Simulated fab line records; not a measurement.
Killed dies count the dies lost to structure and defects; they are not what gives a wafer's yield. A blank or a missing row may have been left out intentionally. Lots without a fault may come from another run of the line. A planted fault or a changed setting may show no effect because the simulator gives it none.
Chamber matching -- flow nand-harc -- NHARC_A_WL_FILL_ALD_19 on ald-metal-02: 4 sister chambers
The step deposits TiN, target thk 2 nm, pulse time 3 s, ald cycles 100. 20 wafers are shown with their chamber, then 10 later ones without.

## WAFERS WITH THEIR CHAMBER
wafer,chamber,heater-power-w (W),precursor-pulse-height-rel
L075.2,1,1043,0.997
L075.3,0,931,0.991
L075.4,2,1096,0.994
L075.1,3,1150,0.987
L075.5,2,1087,1.010
L075.6,3,1188,0.988
L081.1,3,1186,1.036
L081.2,2,1092,0.977
L081.3,0,918,1.023
L082.3,3,1211,0.983
L082.4,2,1121,1.010
L082.5,0,917,0.992
L083.1,2,1129,1.007
L083.4,1,1063,1.004
L083.6,2,1118,0.978
L087.2,2,1121,1.010
L087.4,0,938,0.992
L087.5,0,918,0.984
L090.1,1,1062,1.022
L090.3,0,942,0.972

SIGNATURES (means of the wafers above)
reading,chamber 0,chamber 1,chamber 2,chamber 3,scatter within a chamber
heater-power-w,927.33,1056.00,1109.14,1183.75,16.8
precursor-pulse-height-rel,0.99233,1.00767,0.99800,0.99850,0.0177
Rule: for a wafer and a chamber, the distance is found by dividing, reading by reading, the gap between the wafer's reading and the chamber's mean by the reading's scatter, squaring, summing and taking the root. The wafer belongs to the nearest chamber; if the next one is less than 2 further off, it can't be placed. The scatter: take each reading less its chamber's mean, square it, sum over the shown wafers, divide by the number of wafers less the number of chambers, and take the root.

## WAFERS WITH NO CHAMBER GIVEN
wafer,heater-power-w (W),precursor-pulse-height-rel
L090.6,1142,1.008
L091.1,1138,1.011
L091.3,1044,0.994
L091.4,1139,0.993
L096.1,953,0.986
L096.5,1130,1.015
L096.6,1150,0.989
L097.1,1145,1.013
L097.4,917,0.985
L097.5,1049,1.006

## WHICH CHAMBER EACH WENT THROUGH
wafer,from the rows above,in truth
L090.6,can't be placed: 2 or 3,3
L091.1,can't be placed: 2 or 3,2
L091.3,1,1
L091.4,can't be placed: 2 or 3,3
L096.1,0,0
L096.5,can't be placed: 2 or 3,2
L096.6,can't be placed: 3 or 2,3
L097.1,can't be placed: 2 or 3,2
L097.4,0,0
L097.5,1,1
4 of 10 placed correctly. From these rows, 6 cannot be placed; in 6 the true chamber is one of the candidates. Wrongly placed: 0.
